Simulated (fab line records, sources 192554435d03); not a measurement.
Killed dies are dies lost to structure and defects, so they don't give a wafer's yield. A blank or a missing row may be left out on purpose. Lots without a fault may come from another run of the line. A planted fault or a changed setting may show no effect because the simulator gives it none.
fab line records | flow n5_finfet
record lots=7 wafers=21 last_day=16
route steps=1938 shown PASSIVATION@1909
lots that met no fault: from a run of the same line without faults
start_h: hours from the record's first day to the start of the lot's first wafer shown | wait_h: hours since the lot's step before | " the same as in the row above | L1.1+2: a row that stands for several wafers | - no value, or no start given | * or withheld: withheld | < > ~ a bound
route shown NAME@n: a module of which the file shows steps, and the number in the route of the first | usual: mean/standard deviation of fault-free wafers | same: alike in all rows | chamber/n: place in a boat | sites: the reading at each site | _std_site: their standard deviation | _edge_site: outer sites' mean less inner sites' | radius_mm: how far each site lies from the wafer's centre | mask NAME#n: copy n | behind: the tool/chamber that last shaped the wafer | hold: why the lot was held/for how many hours/how that ended | device: the transistor (n, p or np) that didn't switch | end of line: the same wafers' tests at the end of the route | a step without rows: its recipe alone | killed: dies lost to structure and defects at the first sort, not the wafer's yield | map: a wafer's dies, x killed, . not, _ none there
set.NAME: the setting as run; set.NAME@STEP: as run at that earlier step | model.NAME: the simulator's own value behind a step, which no gauge read
lots at some steps of the route; a table a step, a row a wafer
services: from which hour (start_h, from the record's first day; less than 0 if before it) a tool's chamber was out of use, for how many hours, and why
## steps
# step N5_PASSIVATION_AL_ETCH_33
# recipe chemistry=Cl2/BCl3 target_depth_a=28000 over_etch_frac=0.15 Cl2_flow_sccm=180 bcl3_flow_sccm=60 target=Al stop_on=TaN time_s=466.7 ion_energy_ev=100 pressure_mtorr=10 icp_w=900 bias_w=100
# usual drypump_motor_current_A=5.8/0.75 oes_product_au=0.75/0.078 throttle_valve_pct=34.3/0.4
# columns lot.wafer tool chamber start_h wait_h drypump_motor_current_A oes_product_au rf_hours_counter_h throttle_valve_pct
L787.1 rie_metal-03 1 279.08 0.1 6.7 0.68 53 34.3
L787.2 " 0 " " 5.0 0.89 0 33.8
L787.4 " 0 " " 5.0 0.88 - 33.9
L790.1 rie_metal-03 0 303.87 0.1 5.1 0.83 3 33.9
L790.4 " 0 " " 5.1 0.83 - 33.9
L790.5 " 0 " " 5.0 0.83 - 33.9
L791.1 rie_metal-02 0 308.74 0.1 5.5 0.84 7 33.8
L791.3 " 1 " " 5.2 0.76 - 34.0
L791.4 " 0 " " 5.5 0.84 - 33.8
L792.2 rie_metal-01 1 321.48 0.1 6.5 0.67 57 34.7
L792.4 " 0 " " 5.1 0.85 - 34.8
L792.6 " 0 " " 5.1 0.84 - 34.8
L793.2 rie_metal-01 0 326.51 0.1 5.1 0.85 4 34.8
L793.5 " 0 " " 5.1 0.85 - 34.8
L793.6 " 1 " " 6.5 0.67 - 34.7
L798.1 rie_metal-01 0 369.16 0.1 5.1 0.82 9 34.8
L798.3 " 1 " " 6.6 0.66 - 34.7
L798.6 " 1 " " 6.5 0.68 - 34.7
L801.3 rie_metal-03 0 385.40 0.2 5.0 0.80 - 33.9
L801.4 " 1 " " 6.8 0.66 - 34.3
L801.5 " 1 " " 6.8 0.66 - 34.3
# step N5_PASSIVATION_ETCH_59
# recipe chemistry=Cl2/BCl3 target=TaN target_depth_a=650 time_s=34.9 ion_energy_ev=100 pressure_mtorr=10 icp_w=900 bias_w=100 Cl2_flow_sccm=60 bcl3_flow_sccm=30
# usual drypump_motor_current_A=5.8/0.74 oes_product_au=0.83/0.086 throttle_valve_pct=21.1/0.3
# columns lot.wafer tool chamber start_h wait_h drypump_motor_current_A oes_product_au rf_hours_counter_h throttle_valve_pct
L787.1 rie_metal-03 1 279.48 0.3 6.8 0.76 54 21.1
L787.2 " 0 " " 5.0 0.95 1 20.8
L787.4 " 0 " " 5.0 0.94 - 20.8
L790.1 rie_metal-03 0 304.27 0.3 5.0 0.90 4 20.8
L790.4 " 0 " " 5.0 0.90 - 20.8
L790.5 " 0 " " 5.1 0.90 - 20.8
L791.1 rie_metal-02 0 309.14 0.3 5.5 0.94 8 20.7
L791.3 " 1 " " 5.2 0.88 - 20.7
L791.4 " 0 " " 5.5 0.95 - 20.7
L792.2 rie_metal-01 1 321.88 0.3 6.5 0.74 57 21.4
L792.4 " 0 " " 5.1 0.93 - 21.4
L792.6 " 0 " " 5.1 0.94 - 21.4
L793.2 rie_metal-01 0 326.92 0.3 5.1 0.93 5 21.4
L793.5 " 0 " " 5.1 0.91 - 21.4
L793.6 " 1 " " 6.6 0.74 - 21.4
L798.1 rie_metal-01 0 369.56 0.3 5.1 0.89 9 21.4
L798.3 " 1 " " 6.5 0.74 - 21.4
L798.6 " 1 " " 6.5 0.73 - 21.4
L801.3 rie_metal-03 0 385.70 0.2 5.0 0.86 - 20.8
L801.4 " 1 " " 6.8 0.74 - 21.1
L801.5 " 1 " " 6.7 0.74 - 21.1
# step N5_PASSIVATION_STRIP_34
# recipe chemistry=O2 power_w=600 temp_c=60 pressure_mtorr=30 rf_frequency_hz=6e+07 bias_power_w=0 overash_fraction=2 o2_flow_sccm=225
# usual drypump_motor_current_A=5.6/0.52 oes_product_au=0.81/0.077 rf_vpp_V=3.5/1.5 showerhead_plenum_p_Torr=2.10/0.077 throttle_valve_pct=16.51/0.25
# columns lot.wafer tool chamber start_h wait_h drypump_motor_current_A oes_product_au rf_hours_counter_h rf_vpp_V showerhead_plenum_p_Torr throttle_valve_pct
L787.1 rie_diel-06 1 279.60 0.1 5.1 0.91 14 1.6 2.05 16.33
L787.2 " 3 " " 6.6 0.68 246 1.1 2.18 17.11
L787.4 " 0 " " 4.9 0.85 - 4.0 2.21 16.39
L790.1 rie_diel-02 0 304.39 0.1 5.7 0.79 118 3.3 2.03 16.44
L790.4 " 2 " " 5.3 0.82 84 3.8 2.23 16.35
L790.5 " 0 " " 5.6 0.78 - 1.4 2.03 16.38
L791.1 rie_diel-02 3 309.29 0.1 5.8 0.79 160 3.0 2.09 16.48
L791.3 " 0 " " 5.7 0.75 120 3.0 2.02 16.36
L791.4 " 1 " " 6.0 0.94 6 3.0 2.15 16.41
L792.2 rie_diel-05 1 322.00 0.1 4.8 0.84 71 2.4 2.04 16.13
L792.4 " 2 " " 5.7 0.75 165 3.1 2.09 16.71
L792.6 " 0 " " 5.2 0.72 - 4.4 2.01 16.49
L793.2 rie_diel-06 2 327.05 0.1 6.4 0.95 11 1.9 2.25 16.96
L793.5 " 0 " " 4.9 0.83 - 2.2 2.21 16.43
L793.6 " 3 " " 6.7 0.98 - 5.2 2.17 16.62
L798.1 rie_diel-05 1 369.74 0.2 4.9 0.81 88 2.6 2.04 16.20
L798.3 " 3 " " 5.4 0.85 55 4.5 2.06 16.38
L798.6 " 2 " " 5.6 0.73 - 2.7 2.09 16.72
L801.3 rie_diel-05 1 385.81 0.1 4.8 0.80 94 5.7 2.03 16.18
L801.4 " 2 " " 5.7 0.72 185 1.4 2.08 16.74
L801.5 " 3 " " 5.4 0.86 - 6.6 2.05 16.39
# step N5_PASSIVATION_STRIP_51
# recipe chemistry=post_etch_residue_remover time_s=1200 temp_c=72.5
# step N5_PASSIVATION_CLEAN_69
# recipe chemistry=IPA time_s=180 temp_c=25
# step N5_PASSIVATION_SRD_70
# recipe dry=ipa_marangoni time_s=30 temp_c=23 rinse_liquid=diw
# step N5_PASSIVATION_PECVD_53
# recipe material=SiO2 target_thk_a=8000 temp_c=400 precursor=TEOS/O2 pressure_torr=6.5 rf_w=withheld teos_flow_sccm=withheld gas=O2 flow_sccm=2650 time_s=169.4
# step N5_PASSIVATION_PECVD_35
# recipe material=SiNx target_thk_a=7000 temp_c=400 precursor=SiH4/NH3/N2 pressure_torr=4.9 rf_w=1406 time_s=151.3
# usual chamber_pressure_Torr=4.899/0.01 heater_power_w=326/58 showerhead_plenum_p_Torr=8.69/0.12 susceptor_temp_C=399.99/0.22 throttle_valve_pct=28.9/0.85
# columns lot.wafer tool chamber start_h wait_h chamber_pressure_Torr heater_power_w showerhead_plenum_p_Torr susceptor_temp_C throttle_valve_pct
L787.1 pecvd-04 0 280.61 0.1 4.898 337 8.54 399.89 27.8
L787.2 " 2 " " 4.890 240 8.76 400.10 29.6
L787.4 " 0 " " 4.901 346 8.55 399.82 28.2
L790.1 pecvd-04 0 305.00 0.1 4.897 263 8.56 400.06 28.1
L790.4 " 0 " " 4.895 302 8.54 399.88 28.1
L790.5 " 2 " " 4.910 233 8.78 400.13 29.6
L791.1 pecvd-03 2 309.90 0.1 4.893 306 8.79 399.74 28.9
L791.3 " 1 " " 4.907 400 8.71 399.68 30.0
L791.4 " 0 " " 4.912 294 8.88 399.90 28.1
L792.2 pecvd-02 0 322.61 0.1 4.901 246 8.65 400.10 27.9
L792.4 " 2 " " 4.898 387 8.70 399.88 27.6
L792.6 " 1 " " 4.882 342 8.54 399.82 28.6
L793.2 pecvd-03 2 327.66 0.1 4.914 416 8.80 400.29 28.7
L793.5 " 1 " " 4.901 358 8.70 399.84 30.0
L793.6 " 0 " " 4.898 309 8.84 400.15 28.1
L798.1 pecvd-02 0 370.35 0.1 4.901 183 8.65 399.96 27.9
L798.3 " 2 " " 4.895 408 8.71 399.81 28.1
L798.6 " 1 " " 4.885 316 8.53 399.92 28.7
L801.3 pecvd-03 2 386.42 0.1 4.907 320 8.79 399.88 29.0
L801.4 " 2 " " 4.897 358 8.78 400.06 28.7
L801.5 " 0 " " 4.902 357 8.89 399.98 28.2
# step N5_PASSIVATION_HMDS_37
# recipe time_s=60 temp_c=120
# step N5_PASSIVATION_COAT_38
# recipe spin_rpm=3000 resist_thk_nm=withheld
# step N5_PASSIVATION_EBR_40
# recipe solvent=PGMEA ebr_width_mm=1.5
# step N5_PASSIVATION_SOFTBAKE_39
# recipe temp_c=110 time_s=120
# step N5_PASSIVATION_EXPOSE_41
# recipe mask_id=PASS_OPEN na=0.55 defocus_nm=0 source_shape=conventional sigma_outer=0.8 polarization=unpolarized target_cd_nm=40000 dose_mj=57.25
# usual exposure_dose_mJ_cm2=57.25/0.057 focus_offset_nm=0.0/0.47
# columns lot.wafer tool chamber start_h wait_h mask exposure_dose_mJ_cm2 focus_offset_nm
L787.1 krf_scanner-01 0 280.86 - PASS_OPEN#0 57.24 0.5
L787.2 " 0 " " PASS_OPEN#0 57.33 0.3
L787.4 " 0 " " PASS_OPEN#0 57.32 0.2
L790.1 krf_scanner-01 0 305.38 - PASS_OPEN#0 57.22 0.0
L790.4 " 0 " " PASS_OPEN#0 57.19 0.0
L790.5 " 0 " " PASS_OPEN#0 57.32 0.2
L791.1 krf_scanner-01 - 310.15 - PASS_OPEN#0 - -
L791.3 " - " " PASS_OPEN#0 - -
L791.4 " - " " PASS_OPEN#0 - -
L792.2 krf_scanner-01 - 322.87 - PASS_OPEN#0 - -
L792.4 " - " " PASS_OPEN#0 - -
L792.6 " - " " PASS_OPEN#0 - -
L793.2 krf_scanner-01 - 327.92 - PASS_OPEN#0 - -
L793.5 " - " " PASS_OPEN#0 - -
L793.6 " - " " PASS_OPEN#0 - -
L798.1 krf_scanner-02 0 370.60 - PASS_OPEN#0 57.32 -0.1
L798.3 " 0 " " PASS_OPEN#0 57.22 -0.1
L798.6 " 0 " " PASS_OPEN#0 57.15 -0.4
L801.3 krf_scanner-02 0 386.70 - PASS_OPEN#0 57.26 -0.6
L801.4 " 0 " " PASS_OPEN#0 57.24 0.4
L801.5 " 0 " " PASS_OPEN#0 57.30 -0.7
# step N5_PASSIVATION_PEB_42
# recipe peb_temp_c=withheld peb_time_s=*
## services
# columns tool chamber start_h hours kind
rie_metal-03 0 257.60 - clean
rie_metal-03 0 257.60 13.7 scheduled_down
rie_metal-03 0 257.60 13.7 vent_cycle
rie_diel-02 1 268.76 - clean
rie_diel-02 1 268.76 - consumable_replace:focus_ring
rie_diel-02 1 268.76 20.5 scheduled_down
rie_diel-02 1 268.76 20.5 vent_cycle
krf_scanner-02 - 269.99 0.8 pm
krf_scanner-02 - 278.36 4.4 pm
krf_scanner-01 - 287.41 0.8 pm
pecvd-02 - 290.07 1.3 repair
pecvd-03 0 294.01 - calibration
krf_scanner-01 - 294.10 1.0 pm
rie_metal-02 - 298.13 1.4 pm
pecvd-03 1 298.20 5.5 scheduled_down
rie_metal-02 - 303.05 2.8 pm
pecvd-04 - 315.53 0.6 repair
rie_metal-03 0 319.68 5.5 repair
rie_diel-05 2 325.98 13.5 repair
rie_diel-05 - 330.64 3.9 repair
krf_scanner-02 - 330.73 1.0 pm
rie_diel-05 3 336.29 3.1 repair
krf_scanner-01 - 353.77 3.1 repair
rie_diel-02 1 370.04 5.3 repair
## key
first_sign step=N5_PASSIVATION_EXPOSE_41 reading=tool_record direction=missing
effect none on later readings
met_at N5_PASSIVATION_EXPOSE_41
struck_wafers L791.1,L791.3,L791.4,L792.2,L792.4,L792.6,L793.2,L793.5,L793.6
later_rows_left_out L791.1,L791.3,L791.4,L792.2,L792.4,L792.6,L793.2,L793.5,L793.6
sort_left_out L791.1,L791.3,L791.4,L792.2,L792.4,L792.6,L793.2,L793.5,L793.6
onset_between 305.38 310.15
fault kind=skipped_step_whole tool=krf_scanner-01 chamber=- onset_h=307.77 steps=N5_PASSIVATION_EXPOSE_41 scope=struck_lots_only
# sort_left_out: the simulated sort isn't trusted on such a fault, so these wafers' sort isn't shown, and their yield isn't known
# later_rows_left_out: the simulator's readings of these wafers behind a module that went badly wrong aren't trusted and aren't shown, but for the sort
